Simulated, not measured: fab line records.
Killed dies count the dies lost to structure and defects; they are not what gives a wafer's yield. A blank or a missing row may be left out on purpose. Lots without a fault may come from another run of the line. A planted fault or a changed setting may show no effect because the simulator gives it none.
The tool behind it: which one?	flow nand harc	13 lots, 39 wafers sampled, at 5 steps of a route of 1302

WHAT THE GAUGES SHOWED, per wafer
NHARC_END_SORT_01. Usual: killed at array 58, standard deviation 19; killed at other 1.1, standard deviation 1.2; killed at periphery 3.8, standard deviation 2.4; killed dies 63, standard deviation 18; killed open 3.3, standard deviation 1.8; killed short 2.2, standard deviation 1.6.
lot	measured	on	killed at array	killed at other	killed at periphery	killed dies	killed open	killed short	flag
L928	day 24 10:16	prober-01	41 46 47	1 0 0	1 1 3	43 47 50	4 1 7	2 3 2	
L935	day 28 02:10	prober-02	63 45 72	2 2 0	4 3 2	69 50 74	4 5 4	3 2 3	
L938	day 29 04:23	prober-02	112 86 84	1 1 0	2 2 4	115 89 88	1 4 2	0 1 1	

EACH LOT AND THE TOOL THAT RAN IT (in order: tool; ch and the chambers of the sampled wafers; start)
lot	NHARC_A_CHANNEL_FILL_D2_ALD_02	NHARC_A_CHANNEL_FILL_D2_ALD_25	NHARC_A_CHANNEL_FILL_D2_CMP_10	NHARC_A_STAIRCASE_DEP_156
L927	ald hk-04 ch 0,1,2, day 13 17:52	ald hk-01 ch 0,1,3, day 15 09:56	cmp-01 ch 1,2,3, day 15 20:29	pecvd-04 ch 0,2, day 15 21:08
L928	ald hk-04 ch 0,2,3, day 13 18:46	ald hk-04 ch 0,1,2, day 15 09:20	cmp-04 ch 0,1,2, day 15 20:26	pecvd-02 ch 0, day 15 21:07
L931	ald hk-04 ch 0,2,3, day 15 01:22	ald hk-03 ch 1,2, day 16 12:36	cmp-02 ch 0,1,3, day 16 23:18	pecvd-01 ch 0,1,2, day 17 00:08
L932	ald hk-04 ch 0,1,2, day 15 19:13	ald hk-04 ch 2,3, day 17 06:36	cmp-04 ch 0,1, day 17 17:53	pecvd-01 ch 0,1,2, day 17 18:37
L935	ald hk-01 ch 0,1,3, day 17 10:52	ald hk-01 ch 0,1,2, day 19 01:01	cmp-01 ch 1,2,3, day 19 12:20	pecvd-01 ch 0,1, day 19 13:01
L939	ald hk-01 ch 0,1,2, day 17 20:10	ald hk-01 ch 0,2,3, day 19 05:50	cmp-01 ch 0,1,2, day 19 17:59	pecvd-01 ch 0,1, day 19 18:41
L938	ald hk-04 ch 0,2,3, day 18 01:43	ald hk-03 ch 0,1,2, day 19 19:01	cmp-02 ch 1,2, day 20 05:07	pecvd-01 ch 0,1, day 20 05:50
L942	ald hk-04 ch 0,1,2, day 19 16:19	ald hk-03 ch 0,2,3, day 21 05:44	cmp-01 ch 0,2, day 21 15:36	pecvd-02 ch 1,2, day 21 16:19
L941	ald hk-04 ch 1,2,3, day 19 17:04	ald hk-04 ch 0,1,2, day 21 04:16	cmp-02 ch 0,1,2, day 21 15:34	pecvd-04 ch 0,2, day 21 16:15
L946	ald hk-03 ch 2,3, day 21 01:39	ald hk-03 ch 0,3, day 22 20:56	cmp-04 ch 2,3, day 23 07:14	pecvd-02 ch 1,2, day 23 07:56
L947	ald hk-04 ch 0,2,3, day 21 17:58	ald hk-04 ch 0,1,3, day 23 10:09	cmp-02 ch 0,1, day 23 20:18	pecvd-01 ch 0,1, day 23 21:01
L948	ald hk-03 ch 0,1,3, day 22 09:35	ald hk-04 ch 1,2,3, day 23 22:29	cmp-02 ch 0,2, day 24 09:13	pecvd-02 ch 0,2, day 24 09:56
L950	ald hk-01 ch 0,1, day 23 08:46	ald hk-01 ch 1,2,3, day 24 23:57	cmp-02 ch 1,2,3, day 25 10:14	pecvd-01 ch 0,2, day 25 10:56
- NHARC_A_CHANNEL_FILL_D2_ALD_02: deposits SiO2, target thk 6 nm, pulse time 10 s, ald cycles 60.
- NHARC_A_CHANNEL_FILL_D2_ALD_25: deposits SiOx, target thk 60 nm, pulse time 10 s, ald cycles 600.
- NHARC_A_CHANNEL_FILL_D2_CMP_10: polishes, target thk 150 nm.
- NHARC_A_STAIRCASE_DEP_156: deposits SiNx, target thk 50 nm.

AS READ BY THE TOOLS THEMSELVES (means over the sampled wafers that have a number; for cases with no such wafer, the mark the record gives instead)
NHARC_A_CHANNEL_FILL_D2_ALD_02. Usual: heater power outer w 254 W, standard deviation 26; heater power w 456 W, standard deviation 40; precursor pulse height rel 1.000, standard deviation 0.021.
lot	tool	heater power outer w (W)	heater power w (W)	precursor pulse height rel	flag
L927	ald hk-04	262	470	0.991	
L928	ald hk-04	263	464	1.005	
L931	ald hk-04	266	463	1.003	
L932	ald hk-04	268	467	1.023	
L935	ald hk-01	255	469	0.984	
L939	ald hk-01	246	455	0.990	
L938	ald hk-04	270	460	1.000	
L942	ald hk-04	264	461	0.985	
L941	ald hk-04	241	438	0.998	
L946	ald hk-03	241	440	1.027	
L947	ald hk-04	269	461	0.995	
L948	ald hk-03	259	468	0.999	
L950	ald hk-01	263	477	1.006	

NHARC_A_CHANNEL_FILL_D2_ALD_25. Usual: heater power outer w 255 W, standard deviation 28; heater power w 458 W, standard deviation 42; precursor pulse height rel 0.999, standard deviation 0.02.
lot	tool	heater power outer w (W)	heater power w (W)	precursor pulse height rel	flag
L927	ald hk-01	259	468	0.989	
L928	ald hk-04	266	467	0.997	
L931	ald hk-03	277	489	0.990	
L932	ald hk-04	256	460	1.015	
L935	ald hk-01	245	452	0.991	
L939	ald hk-01	235	426	1.002	
L938	ald hk-03	265	478	0.993	
L942	ald hk-03	250	466	1.022	
L941	ald hk-04	265	467	0.989	
L946	ald hk-03	252	450	1.014	
L947	ald hk-04	251	428	0.996	
L948	ald hk-04	244	444	1.002	
L950	ald hk-01	250	451	0.992	

NHARC_A_CHANNEL_FILL_D2_CMP_10. Usual: motor current A 12.1 A, standard deviation 1.3; slurry flow ml min 150.1, standard deviation 0.52; time to endpoint s 14.9 s, standard deviation 2.5.
lot	tool	motor current A (A)	slurry flow ml min	time to endpoint s (s)	flag
L927	cmp-01	12.0	150.1	13.1	
L928	cmp-04	11.5	149.4	19.1	
L931	cmp-02	13.0	149.9	13.7	
L932	cmp-04	11.8	150.3	15.5	
L935	cmp-01	12.2	149.8	14.3	
L939	cmp-01	12.9	149.6	14.3	
L938	cmp-02	11.8	149.8	16.2	
L942	cmp-01	13.0	150.7	16.1	
L941	cmp-02	11.0	150.5	14.1	
L946	cmp-04	10.9	150.1	16.9	
L947	cmp-02	11.9	150.3	15.9	
L948	cmp-02	10.4	149.6	13.6	
L950	cmp-02	12.3	149.6	14.7	

NHARC_A_STAIRCASE_DEP_156. Usual: heater power outer w 461 W, standard deviation 55; heater power w 764 W, standard deviation 60; rf fwd power W 448.1 W, standard deviation 1.5.
lot	tool	heater power outer w (W)	heater power w (W)	rf fwd power W (W)	flag
L927	pecvd-04	453	762	446.5	
L928	pecvd-02	408	753	447.1	
L931	pecvd-01	500	796	449.0	
L932	pecvd-01	466	749	447.4	
L935	pecvd-01	444	734	449.0	
L939	pecvd-01	494	759	496.1	OFF
L938	pecvd-01	458	748	472.4	OFF
L942	pecvd-02	515	833	449.2	
L941	pecvd-04	441	753	448.5	
L946	pecvd-02	479	792	448.0	
L947	pecvd-01	450	694	448.9	
L948	pecvd-02	379	679	448.4	
L950	pecvd-01	437	749	448.6	

THE ANSWER, worked out from the rows above alone
Rule: a lot is off if the mean of its wafers that have a number lies more than 3 standard deviations from the usual mean. A lot without any number at a reading at which 4 lots or more have one is off too. The other lots that the step has rows for count as sound. First the gauges in route order, then the tools' own readings, where a lot's mean is used as printed above. At the first step where some lot is off, the reading lying furthest off is the one used; lots without a number count as furthest.
Off: L939, L938, at NHARC_A_STAIRCASE_DEP_156 (rf fwd power W).
A tool fits if, at that step or a process step before it, it ran every lot that is off, and no sound lot after the first of them. None of those tried fits.

WHAT THE SIMULATOR HAD INSERTED
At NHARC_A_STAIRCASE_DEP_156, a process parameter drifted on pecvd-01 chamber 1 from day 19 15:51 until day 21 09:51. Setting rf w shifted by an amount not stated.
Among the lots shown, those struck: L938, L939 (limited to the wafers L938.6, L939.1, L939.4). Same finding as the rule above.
